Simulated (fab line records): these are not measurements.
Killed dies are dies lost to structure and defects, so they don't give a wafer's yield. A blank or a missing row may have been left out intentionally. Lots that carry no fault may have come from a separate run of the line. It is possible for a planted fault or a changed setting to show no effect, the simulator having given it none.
fab line records ; flow nandHarc
record lots=4; wafers=12; lastDay=33
route steps=1302 shown A_CHANNEL_HOLE_D1@450 END@1301
lots that met no fault: taken from a fault-free run of the same line
startH: start of the lot's first displayed wafer, in hours after the record's first day ; waitH: how many hours have passed since the lot's step before this one ; " same as the row above ; L1.1+2: one row covering several wafers at once ; - no value, or no start was given ; * or withheld: withheld ; < > ~ a bound
route shown NAME@n: NAME is a module with steps in the file, n the number in the route of the first one ; usual: mean and standard deviation over wafers with no fault ; same: alike in all rows ; chamber/n: place in a boat ; sites: readings site by site ; _std_site: standard deviation of those values ; _edge_site: mean of outer sites minus mean of inner sites ; radiusMm: for every site, how far away it sits from the centre of the wafer ; mask NAME#n: copy n ; behind: the most recent tool/chamber to have shaped the wafer ; hold: what put the lot on hold/how long, in hours/how the hold closed ; device: which transistor (n, p or np) failed to switch ; end of line: tests of these same wafers at the route's end ; step lacking rows: just its recipe ; killed: count of dies lost to structure and defects at first sort (not the wafer's yield) ; map: shows each die of a wafer: x if killed, . if not, _ if none is there
set.NAME: setting as actually run; set.NAME@STEP: the setting as run at that earlier step ; model.NAME: the simulator's own value behind a step, which no gauge read
a table for each step, a row for each wafer; lots at some steps of the route
services: when a tool's chamber went out of use (startH, in hours from the record's first day, below 0 if earlier), for how many hours, and the reason
## steps
# step NHARC_A_CHANNEL_HOLE_D1_DEP_00
# recipe targetThkA=31000; tempC=400; material=aC
# step NHARC_A_CHANNEL_HOLE_D1_DEP_01
# recipe targetThkA=1400; targetThkNm=140; tempC=400; pressureTorr=3.5; flowSccm=200; rfW=350; material=SiON
# step NHARC_A_CHANNEL_HOLE_D1_DEHYDRATE_02
# recipe tempC=150; timeS=120
# step NHARC_A_CHANNEL_HOLE_D1_HMDS_03
# recipe timeS=30
# step NHARC_A_CHANNEL_HOLE_D1_COAT_36
# recipe tempC=260; timeS=75
# step NHARC_A_CHANNEL_HOLE_D1_COAT_37
# recipe tempC=225; timeS=65
# step NHARC_A_CHANNEL_HOLE_D1_COAT_04
# recipe spinRpm=1500; resistThkNm=90
# step NHARC_A_CHANNEL_HOLE_D1_SOFTBAKE_05
# recipe tempC=105; timeS=55
# step NHARC_A_CHANNEL_HOLE_D1_EBR_06
# step NHARC_A_CHANNEL_HOLE_D1_EXPOSE_07
# recipe na=1.35; targetCdNm=100; sigmaOuter=0.3; doseMj=59.65; maskId=HOLE_D1
# step NHARC_A_CHANNEL_HOLE_D1_PEB_08
# recipe pebTempC=100; pebTimeS=65
# usual heaterPowerTotalW=156.6/0.41; plateTempC=100.02/0.12
# same pebTimeS=65
lot.wafer;tool;chamber;startH;waitH;heaterPowerTotalW;plateTempC
L148.1;lithoTrack-06;0;330.61;0.1;156.7;100.04
L148.3;lithoTrack-06;0;330.61;0.1;156.9;99.96
L148.6;lithoTrack-06;0;330.61;0.1;157.2;99.78
L152.2;lithoTrack-06;0;367.25;0.1;165.4;103.92
L152.5;lithoTrack-06;0;367.25;0.1;165.7;104.17
L152.6;lithoTrack-06;0;367.25;0.1;165.4;103.97
L154.1;lithoTrack-06;0;382.53;0.1;164.7;104.04
L154.2;lithoTrack-06;0;382.53;0.1;165.3;103.95
L154.6;lithoTrack-06;0;382.53;0.1;165.6;104.21
L156.4;lithoTrack-04;0;406.62;0.0;157.0;100.22
L156.5;lithoTrack-04;0;406.62;0.0;156.1;100.17
L156.6;lithoTrack-04;0;406.62;0.0;156.8;100.07
# step NHARC_A_CHANNEL_HOLE_D1_DEVELOP_09
# recipe developTimeS=35; devTempC=23
# step NHARC_A_CHANNEL_HOLE_D1_CD_MEAS_10
# recipe targetCdNm=100; landingEnergyEv=500
# usual cdNm=100.0/0.49
lot.wafer;tool;chamber;startH;waitH;cdNm
L148.1;cdSem-03;0;330.69;-;99.9
L148.3;cdSem-03;0;330.69;-;99.6
L148.6;cdSem-03;0;330.69;-;99.9
L152.2;cdSem-03;0;367.33;-;109.9
L152.5;cdSem-03;0;367.33;-;109.7
L152.6;cdSem-03;0;367.33;-;110.5
L154.1;cdSem-03;0;382.60;-;108.9
L154.2;cdSem-03;0;382.60;-;108.2
L154.6;cdSem-03;0;382.60;-;108.6
L156.4;cdSem-02;0;406.70;-;101.2
L156.5;cdSem-02;0;406.70;-;100.6
L156.6;cdSem-02;0;406.70;-;100.9
# step NHARC_A_CHANNEL_HOLE_D1_DESCUM_15
# recipe timeS=3; o2FlowSccm=200; arFlowSccm=0; biasPowerW=0; chemistry=O2
# usual chamberPressureMTorr=60.00/0.048; drypumpMotorCurrentA=5.9/0.42; mfcArSccm=0.010/0.014; oesProductAu=1.000/0.009; rfVppV=57.9/0.93; showerheadPlenumPTorr=1.93/0.087; throttleValvePct=11.311/0.0089
lot.wafer;tool;chamber;startH;waitH;chamberPressureMTorr;drypumpMotorCurrentA;mfcArSccm;oesProductAu;rfHoursCounterH;rfVppV;showerheadPlenumPTorr;throttleValvePct;model.A_CHANNEL_HOLE_D1.cdNm
L148.1;rieDiel-07;3;330.88;0.1;59.95;6.6;0;1.011;2;58.3;1.91;11.308;100.2
L148.3;rieDiel-07;1;330.88;0.1;59.97;6.1;0.017;1.011;2;56.8;1.78;11.313;99.73
L148.6;rieDiel-07;0;330.88;0.1;59.93;5.7;0.039;1.006;-;58.1;1.87;11.316;100.9
L152.2;rieDiel-07;3;367.52;0.1;60.10;6.6;0;1.006;4;57.4;1.91;11.307;110.5
L152.5;rieDiel-07;2;367.52;0.1;60.03;6.0;0;0.987;-;56.2;1.92;11.307;110.1
L152.6;rieDiel-07;3;367.52;0.1;60.07;6.6;0;1.008;-;58.4;1.91;11.310;110.9
L154.1;rieDiel-09;3;382.80;0.1;59.98;6.4;0.000;1.008;16;58.5;2.06;11.301;109
L154.2;rieDiel-09;1;382.80;0.1;60.07;5.9;0;0.995;18;57.5;1.98;11.303;108.6
L154.6;rieDiel-09;2;382.80;0.1;59.99;6.2;0;1.015;-;58.1;1.95;11.308;108.6
L156.4;rieDiel-07;0;406.89;0.1;60.03;5.7;0.039;0.995;7;57.2;1.87;11.304;102
L156.6;rieDiel-07;3;406.89;0.1;60.04;6.6;0;1.015;-;57.5;1.91;11.317;100.9
L156.5;rieDiel-07;0;406.89;0.1;59.95;5.7;0.039;1.004;-;58.4;1.87;11.309;101.4
# step NHARC_A_CHANNEL_HOLE_D1_ETCH_38
# recipe targetDepthA=390; overEtchFrac=0.3; timeS=65; ionEnergyEv=80; cf4FlowSccm=150; arFlowSccm=0; rfW=300; biasW=100; chemistry=CF4
# step NHARC_A_CHANNEL_HOLE_D1_ETCH_39
# recipe targetDepthA=2600; overEtchFrac=0.3; timeS=325; ionEnergyEv=200; n2FlowSccm=150; h2FlowSccm=150; arFlowSccm=0; rfW=400; biasW=150; chemistry=N2/H2
# step NHARC_A_CHANNEL_HOLE_D1_ETCH_34
# recipe targetDepthA=1540; timeS=77; cf4FlowSccm=100; chf3FlowSccm=30; arFlowSccm=0; rfW=500; biasW=200; chemistry=CF4/CHF3
# step NHARC_A_CHANNEL_HOLE_D1_ETCH_16
# recipe targetDepthA=31000; overEtchFrac=0.3; timeS=806; ionEnergyEv=150; o2FlowSccm=400; cosFlowSccm=20; arFlowSccm=0; rfW=500; biasW=300; chemistry=O2/COS
# step NHARC_A_CHANNEL_HOLE_D1_CD_MEAS_18
# usual cdNm=99.5/2.2
lot.wafer;tool;chamber;startH;waitH;cdNm
L148.1;cdSem-01;-;331.98;-;99.6
L148.3;cdSem-01;-;331.98;-;101.2
L148.6;cdSem-01;-;331.98;-;100.3
L152.2;cdSem-03;-;368.63;-;111.3
L152.5;cdSem-03;-;368.63;-;111.7
L152.6;cdSem-03;-;368.63;-;108.7
L154.1;cdSem-02;-;384.45;-;105.4
L154.2;cdSem-02;-;384.45;-;109.1
L154.6;cdSem-02;-;384.45;-;109.7
L156.4;cdSem-01;-;407.99;-;102.8
L156.5;cdSem-01;-;407.99;-;101.6
L156.6;cdSem-01;-;407.99;-;100.4
# step NHARC_A_CHANNEL_HOLE_D1_ETCH_19
# recipe biasV=1200; sourceW=2500; pressureMtorr=15; timeS=34.5; arFlowSccm=375; c4f8FlowSccm=28.8; o2FlowSccm=96.2; tempC=-20; targetDepthA=*; chemistry=C4F8/O2/Ar
# step NHARC_A_CHANNEL_HOLE_D1_ETCH_20
# recipe biasV=3000; sourceW=withheld; pressureMtorr=20; timeS=361.9; arFlowSccm=375; c4f8FlowSccm=89.3; o2FlowSccm=35.7; tempC=-20; targetDepthA=16000; chemistry=C4F8/O2/Ar
# step NHARC_A_CHANNEL_HOLE_D1_ETCH_21
# recipe biasV=3000; sourceW=withheld; pressureMtorr=20; timeS=514.3; arFlowSccm=375; c4f8FlowSccm=89.3; o2FlowSccm=35.7; tempC=-20; targetDepthA=16000; chemistry=C4F8/O2/Ar
# step NHARC_A_CHANNEL_HOLE_D1_ETCH_22
# recipe biasV=3000; sourceW=withheld; pressureMtorr=20; timeS=666.7; arFlowSccm=375; c4f8FlowSccm=89.3; o2FlowSccm=35.7; tempC=-20; targetDepthA=16000; chemistry=C4F8/O2/Ar
# step NHARC_A_CHANNEL_HOLE_D1_ETCH_23
# recipe biasV=5000; sourceW=withheld; pressureMtorr=20; timeS=819; arFlowSccm=375; c4f8FlowSccm=89.3; o2FlowSccm=35.7; tempC=-20; targetDepthA=16000; chemistry=C4F8/O2/Ar
# step NHARC_A_CHANNEL_HOLE_D1_ETCH_24
# recipe biasV=5000; sourceW=withheld; pressureMtorr=20; timeS=906.2; arFlowSccm=375; c4f8FlowSccm=93.8; o2FlowSccm=31.2; tempC=-20; targetDepthA=15000; chemistry=C4F8/O2/Ar
# step NHARC_A_CHANNEL_HOLE_D1_ETCH_25
# recipe biasV=5000; sourceW=withheld; pressureMtorr=20; timeS=1040.2; arFlowSccm=375; c4f8FlowSccm=93.8; o2FlowSccm=31.2; tempC=-20; targetDepthA=15000; chemistry=C4F8/O2/Ar
# step NHARC_A_CHANNEL_HOLE_D1_ETCH_26
# recipe biasV=300; sourceW=2000; pressureMtorr=30; timeS=224.1; arFlowSccm=375; c4f8FlowSccm=11.4; o2FlowSccm=113.6; tempC=-20; targetDepthA=3000; chemistry=C4F8/O2/Ar
# step NHARC_A_CHANNEL_HOLE_D1_ETCH_33
# recipe biasV=400; sourceW=2000; pressureMtorr=25; timeS=90; arFlowSccm=375; c4f8FlowSccm=41.7; o2FlowSccm=83.3; tempC=-20; targetDepthA=4000; chemistry=C4F8/O2/Ar
# step NHARC_A_CHANNEL_HOLE_D1_STRIP_41
# recipe n2FlowSccm=150; h2FlowSccm=150; arFlowSccm=0; biasW=0; chemistry=N2/H2
# step NHARC_A_CHANNEL_HOLE_D1_STRIP_42
# recipe cf4FlowSccm=100; chf3FlowSccm=30; arFlowSccm=0; biasW=0; chemistry=CF4/CHF3
# step NHARC_A_CHANNEL_HOLE_D1_STRIP_43
# recipe o2FlowSccm=400; cosFlowSccm=20; arFlowSccm=0; biasW=0; chemistry=O2/COS
# step NHARC_A_CHANNEL_HOLE_D1_ETCH_44
# recipe targetDepthA=1400; overetchA=140; timeS=77; ionEnergyEv=100; cf4FlowSccm=80; o2FlowSccm=20; arFlowSccm=0; rfW=300; biasW=100; chemistry=CF4/O2
# usual chamberPressureMTorr=29.999/0.027; drypumpMotorCurrentA=6.0/0.4; mfcArSccm=0.011/0.015; oes_f_703_au=1.000/0.0043; oesProductAu=0.999/0.0084; rfFwdPowerW=297.5/1.2; rfVppV=197.9/1.4; showerheadPlenumPTorr=1.34/0.056; throttleValvePct=13.397/0.0088
lot.wafer;tool;chamber;startH;waitH;chamberPressureMTorr;drypumpMotorCurrentA;mfcArSccm;oes_f_703_au;oesProductAu;rfFwdPowerW;rfHoursCounterH;rfVppV;showerheadPlenumPTorr;throttleValvePct;model.A_CHANNEL_HOLE_D1.cdNm
L148.1;rieDiel-07;1;336.79;0.1;30.020;6.2;0.017;0.994;1.008;296.8;2;195.7;1.24;13.402;88.96
L148.3;rieDiel-07;3;336.79;0.1;29.977;6.6;0;1.003;1.016;296.3;2;199.7;1.34;13.394;88.69
L148.6;rieDiel-07;2;336.79;0.1;29.968;5.9;0;0.991;0.986;297.5;-;197.8;1.34;13.404;88.92
L152.2;rieDiel-07;1;373.44;0.1;29.961;6.2;0.017;1.006;0.993;297.1;5;195.7;1.24;13.399;102.7
L152.6;rieDiel-07;0;373.44;0.1;29.998;5.7;0.039;0.996;0.998;298.6;-;198.0;1.31;13.403;100.3
L152.5;rieDiel-07;1;373.44;0.1;30.044;6.1;0.017;1.000;1.000;297.2;-;197.5;1.24;13.390;102.2
L154.1;rieDiel-07;2;391.97;0.1;30.002;6.0;0;0.997;0.982;297.9;6;196.1;1.34;13.389;98.15
L154.2;rieDiel-07;0;391.97;0.1;30.000;5.7;0.039;0.994;0.993;298.1;6;197.4;1.31;13.397;97.63
L154.6;rieDiel-07;1;391.97;0.1;30.023;6.2;0.017;1.002;0.991;297.7;-;196.0;1.24;13.390;98.39
L156.5;rieDiel-07;0;412.84;0.1;30.021;5.7;0.039;1.011;0.991;298.3;-;196.3;1.31;13.384;91.31
L156.6;rieDiel-07;1;412.84;0.1;29.995;6.2;0.017;0.999;0.995;297.0;-;196.4;1.24;13.402;91.03
L156.4;rieDiel-07;2;412.84;0.1;30.026;5.9;0;1.000;1.003;297.9;-;197.0;1.34;13.385;90.69
# step NHARC_A_CHANNEL_HOLE_D1_STRIP_27
# recipe o2FlowSccm=500; arFlowSccm=0; biasW=0; chemistry=O2
# step NHARC_A_CHANNEL_HOLE_D1_PRECLEAN_28
# recipe timeS=*; tempC=50; bathAgeMin=0; chemistry=SC1
# step NHARC_A_CHANNEL_HOLE_D1_SRD_29
# step NHARC_A_CHANNEL_HOLE_D1_CD_MEAS_30
# usual cdNm=89.9/1.2
lot.wafer;tool;chamber;startH;waitH;cdNm
L148.1;cdSem-03;-;337.61;0.1;89.4
L148.3;cdSem-03;-;337.61;0.1;88.3
L148.6;cdSem-03;-;337.61;0.1;89.4
L152.2;cdSem-02;-;374.22;-;103.2
L152.5;cdSem-02;-;374.22;-;102.6
L152.6;cdSem-02;-;374.22;-;100.5
L154.1;cdSem-01;-;392.77;-;98.8
L154.2;cdSem-01;-;392.77;-;97.2
L154.6;cdSem-01;-;392.77;-;98.8
L156.4;cdSem-02;-;413.75;-;91.2
L156.5;cdSem-02;-;413.75;-;92.0
L156.6;cdSem-02;-;413.75;-;91.3
# step NHARC_A_CHANNEL_HOLE_D1_XSEM_31
# recipe landingEnergyEv=35000
# usual botCdNm=74.5/1.3; bowNm=8.50/0.25; tiltDeg=0.07/0.051
lot.wafer;tool;chamber;startH;waitH;botCdNm;bowNm;tiltDeg
L148.1;xsem-01;0;337.70;0.1;74.4;8.61;0.16
L148.3;xsem-01;0;337.70;0.1;73.7;8.61;0.16
L148.6;xsem-01;0;337.70;0.1;74.5;8.57;0.16
L152.2;xsem-02;0;374.32;0.1;87.5;8.58;0.14
L152.5;xsem-02;0;374.32;0.1;86.4;8.63;0.14
L152.6;xsem-02;0;374.32;0.1;83.8;8.61;0.14
L154.1;xsem-02;0;392.86;0.1;83.2;8.67;0.10
L154.2;xsem-02;0;392.86;0.1;82.3;8.63;0.10
L154.6;xsem-02;0;392.86;0.1;83.6;8.68;0.10
L156.4;xsem-02;0;413.84;0.1;76.6;8.65;0.00
L156.5;xsem-02;0;413.84;0.1;77.4;8.62;0.00
L156.6;xsem-02;0;413.84;0.1;76.8;8.60;0.00
# step NHARC_END_WLT_00
# usual VT_DECK1_BOTTOM=0.869/0.0077; VT_DECK1_BOTTOM_INNER=0.870/0.0076; VT_DECK1_MEDIAN_NEAR_BOTTOM=0.871/0.0079; VT_DECK1_MEDIAN_NEAR_BOTTOM_INNER=0.871/0.0075; VT_DECK1_MIDDLE=0.882/0.0066; VT_DECK1_MIDDLE_INNER=0.883/0.0069; VT_DECK1_TOP=0.893/0.0065; VT_DECK1_TOP_INNER=0.894/0.0065; VT_DECK2_BOTTOM=0.868/0.0067; VT_DECK2_BOTTOM_INNER=0.868/0.0076; VT_DECK2_MEDIAN_NEAR_BOTTOM=0.870/0.0075; VT_DECK2_MEDIAN_NEAR_BOTTOM_INNER=0.871/0.0074; VT_DECK2_MIDDLE=0.881/0.0063; VT_DECK2_MIDDLE_INNER=0.882/0.0064; VT_DECK2_TOP=0.892/0.0067; VT_DECK2_TOP_INNER=0.893/0.0071
lot.wafer;tool;chamber;startH;waitH;VT_DECK1_BOTTOM;VT_DECK1_BOTTOM_INNER;VT_DECK1_MEDIAN_NEAR_BOTTOM;VT_DECK1_MEDIAN_NEAR_BOTTOM_INNER;VT_DECK1_MIDDLE;VT_DECK1_MIDDLE_INNER;VT_DECK1_TOP;VT_DECK1_TOP_INNER;VT_DECK2_BOTTOM;VT_DECK2_BOTTOM_INNER;VT_DECK2_MEDIAN_NEAR_BOTTOM;VT_DECK2_MEDIAN_NEAR_BOTTOM_INNER;VT_DECK2_MIDDLE;VT_DECK2_MIDDLE_INNER;VT_DECK2_TOP;VT_DECK2_TOP_INNER
L148.1;prober-02;-;703.47;0.1;0.869;0.867;0.862;0.864;0.877;0.878;0.889;0.891;0.859;0.853;0.862;0.861;0.876;0.874;0.883;0.875
L148.3;prober-02;-;704.47;1.1;0.854;0.855;0.864;0.865;0.876;0.882;0.882;0.888;0.868;0.863;0.857;0.867;0.880;0.877;0.892;0.889
L148.6;prober-02;-;705.97;2.5;0.860;0.858;0.870;0.864;0.873;0.876;0.901;0.894;0.856;0.858;0.858;0.863;0.870;0.871;0.888;0.887
L152.2;prober-02;-;738.27;0.5;0.905;0.911;0.913;0.917;0.922;0.918;0.919;0.917;0.867;0.866;0.863;0.854;0.874;0.882;0.886;0.887
L152.5;prober-02;-;739.74;2.0;0.916;0.908;0.910;0.904;0.918;0.911;0.915;0.925;0.856;0.854;0.863;0.859;0.872;0.881;0.894;0.894
L152.6;prober-02;-;739.74;2.0;0.900;0.905;0.913;0.905;0.916;0.911;0.929;0.920;0.874;0.880;0.873;0.874;0.886;0.880;0.899;0.896
L154.1;prober-01;-;758.83;0.0;0.883;0.887;0.878;0.885;0.897;0.894;0.904;0.908;0.866;0.863;0.861;0.862;0.874;0.879;0.888;0.883
L154.2;prober-01;-;758.83;0.0;0.871;0.886;0.884;0.884;0.896;0.896;0.899;0.893;0.870;0.863;0.868;0.870;0.886;0.884;0.885;0.887
L154.6;prober-01;-;761.32;2.5;0.883;0.884;0.889;0.878;0.890;0.895;0.899;0.902;0.867;0.862;0.864;0.866;0.881;0.877;0.891;0.888
L156.4;prober-02;-;785.39;1.6;0.874;0.876;0.883;0.884;0.890;0.883;0.900;0.899;0.864;0.866;0.872;0.860;0.881;0.885;0.905;0.909
L156.5;prober-02;-;785.39;1.6;0.876;0.876;0.888;0.886;0.892;0.890;0.902;0.897;0.875;0.858;0.873;0.866;0.885;0.884;0.901;0.893
L156.6;prober-02;-;785.39;1.6;0.886;0.878;0.880;0.872;0.890;0.886;0.892;0.899;0.876;0.873;0.884;0.877;0.889;0.892;0.902;0.899
# step NHARC_END_SORT_01
# recipe tempC=25
# usual killedAtArray=57/18; killedAtOther=0.9/1.3; killedAtPeriphery=3.5/2.2; killedDies=62/18; killedOpen=3.0/1.7; killedShort=2.3/1.5
# same grossDies=677
lot.wafer;tool;chamber;startH;waitH;killedAtArray;killedAtOther;killedAtPeriphery;killedDies;killedOpen;killedShort
L152.2;prober-02;0;741.52;2.8;75;0;5;80;3;6
L152.5;prober-02;0;743.92;3.7;91;1;2;94;6;0
L152.6;prober-02;0;744.72;4.0;62;2;3;67;5;2
L154.1;prober-01;0;761.81;2.5;65;0;4;69;4;1
L154.2;prober-01;0;762.60;2.8;67;0;4;71;3;0
L154.6;prober-01;0;765.74;3.9;78;0;3;81;2;1
# killed by level:class
L152.2 A_CHANNEL_HOLE_D1:chamberFilmFlake=29 A_CHANNEL_HOLE_D2:chamberFilmFlake=29 A_STAIRCASE:chamberFilmFlake=3 A_M1:chamberFilmFlake=3 A_DECK1_JOINT:geometricParticle:short=2 P_ZERO_WELL:chamberFilmFlake=2 P_M1:geometricParticle:open=1 P_M2:geometricParticle:open=1
L152.5 A_CHANNEL_HOLE_D1:chamberFilmFlake=32 A_CHANNEL_HOLE_D2:chamberFilmFlake=27 A_CHANNEL_HOLE_D1:areaPeb=8 A_SLIT:chamberFilmFlake=6 A_M1:chamberFilmFlake=5 A_CHANNEL_FILL_D2:chamberFilmFlake=3 A_CHANNEL_FILL_D2:geometricParticle:open=2 P_ZERO_WELL:chamberFilmFlake=2
L152.6 A_CHANNEL_HOLE_D1:chamberFilmFlake=29 A_CHANNEL_HOLE_D2:chamberFilmFlake=13 A_SLIT:chamberFilmFlake=5 A_M1:chamberFilmFlake=3 P_ZERO_WELL:chamberFilmFlake=2 A_STAIRCASE:chamberFilmFlake=2 A_CONTACT:chamberFilmFlake=2 THIN_TSV:chamberFilmFlake=2
L154.1 A_CHANNEL_HOLE_D1:chamberFilmFlake=24 A_CHANNEL_HOLE_D2:chamberFilmFlake=24 A_STAIRCASE:chamberFilmFlake=6 A_CONTACT:chamberFilmFlake=4 P_ZERO_WELL:chamberFilmFlake=2 A_CHANNEL_HOLE_D1:areaPeb=2 P_M0:geometricParticle:open=1 P_M1:geometricParticle:open=1
L154.2 A_CHANNEL_HOLE_D2:chamberFilmFlake=23 A_CHANNEL_HOLE_D1:chamberFilmFlake=18 A_STAIRCASE:chamberFilmFlake=8 A_CONTACT:chamberFilmFlake=7 A_SLIT:chamberFilmFlake=4 A_CHANNEL_HOLE_D1:areaPeb=3 P_M0:geometricParticle:open=1 A_SOURCE_PLATE:geometricParticle:open=1
L154.6 A_CHANNEL_HOLE_D2:chamberFilmFlake=29 A_CHANNEL_HOLE_D1:chamberFilmFlake=22 A_CHANNEL_HOLE_D1:areaPeb=12 A_SLIT:chamberFilmFlake=6 A_CHANNEL_FILL_D1:chamberFilmFlake=2 A_STAIRCASE:chamberFilmFlake=2 A_CONTACT:chamberFilmFlake=2 P_CONTACT:geometricParticle:open=1
## services
tool;chamber;startH;hours;kind
rieDiel-09;3;313.47;10.3;repair
rieDiel-09;-;320.46;9.0;pm
rieDiel-07;0;327.75;-;clean
rieDiel-07;1;327.75;-;clean
rieDiel-07;2;327.75;-;clean
rieDiel-07;3;327.75;-;clean
rieDiel-07;-;339.53;2.2;repair
rieDiel-07;0;352.25;-;clean
rieDiel-07;1;352.25;-;clean
rieDiel-07;2;352.25;-;clean
rieDiel-07;3;352.25;-;clean
lithoTrack-06;-;354.00;7.0;pm
rieDiel-09;0;358.70;36.5;repair
xsem-01;-;374.00;14.0;pm
rieDiel-07;0;376.75;-;clean
rieDiel-07;1;376.75;-;clean
rieDiel-07;2;376.75;-;clean
rieDiel-07;3;376.75;-;clean
lithoTrack-04;-;378.00;7.0;pm
rieDiel-09;1;386.84;5.0;repair
rieDiel-07;0;401.25;-;clean
rieDiel-07;1;401.25;-;clean
rieDiel-07;2;401.25;-;clean
rieDiel-07;3;407.81;12.7;repair
## key
firstSign step=NHARC_A_CHANNEL_HOLE_D1_PEB_08; reading=plateTempC; direction=up; sigmas=33; usual=*; struck=*
effect step=NHARC_A_CHANNEL_HOLE_D1_PEB_08; reading=heaterPowerTotalW; direction=up; sigmas=21; usual=*; struck=*
effect step=NHARC_A_CHANNEL_HOLE_D1_CD_MEAS_10; reading=cdNm; direction=up; sigmas=19; usual=100.0; struck=109.3; through=controlLoop
effect step=NHARC_A_CHANNEL_HOLE_D1_CD_MEAS_18; reading=cdNm; direction=up; sigmas=4.6; usual=99.5; struck=109.3; through=controlLoop
effect step=NHARC_A_CHANNEL_HOLE_D1_CD_MEAS_30; reading=cdNm; direction=up; sigmas=8.8; usual=89.9; struck=100.2; through=controlLoop
effect step=NHARC_A_CHANNEL_HOLE_D1_XSEM_31; reading=botCdNm; direction=up; sigmas=7.4; usual=74.5; struck=84.5; through=controlLoop
effect step=NHARC_END_WLT_00; reading=VT_DECK1_MIDDLE; direction=up; sigmas=3.7; usual=0.882; struck=0.907
modelEffect step=NHARC_A_CHANNEL_HOLE_D1_DESCUM_15; value=A_CHANNEL_HOLE_D1.cdNm; without=99.99; struck=109.6
modelEffect step=NHARC_A_CHANNEL_HOLE_D1_ETCH_44; value=A_CHANNEL_HOLE_D1.cdNm; without=90.27; struck=99.9
metAt NHARC_A_CHANNEL_HOLE_D1_PEB_08
struckWafers L152.2,L152.5,L152.6,L154.1,L154.2,L154.6
testerLeftOut L152,L154
loopTrim step=NHARC_A_CHANNEL_HOLE_D1_EXPOSE_07; setting=dose; lots=L154
onsetBetween 330.61 367.25
fault kind=processParameterDrift; tool=lithoTrack-06; chamber=-; onsetH=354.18; steps=NHARC_A_CHANNEL_HOLE_D1_PEB_08; channel=pebTempC; offset=*; shape=step; endH=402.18; actsIn=*; stated=*
# testerLeftOut: of these lots the tester's yield and bins aren't shown, on N5 and GAA mostly nor the transistor test; their killed dies are dies lost to structure and defects alone, not to doping, threshold or leakage, so they don't give the yield
# loopTrim: a control loop set the setting to another value than it would have without faults
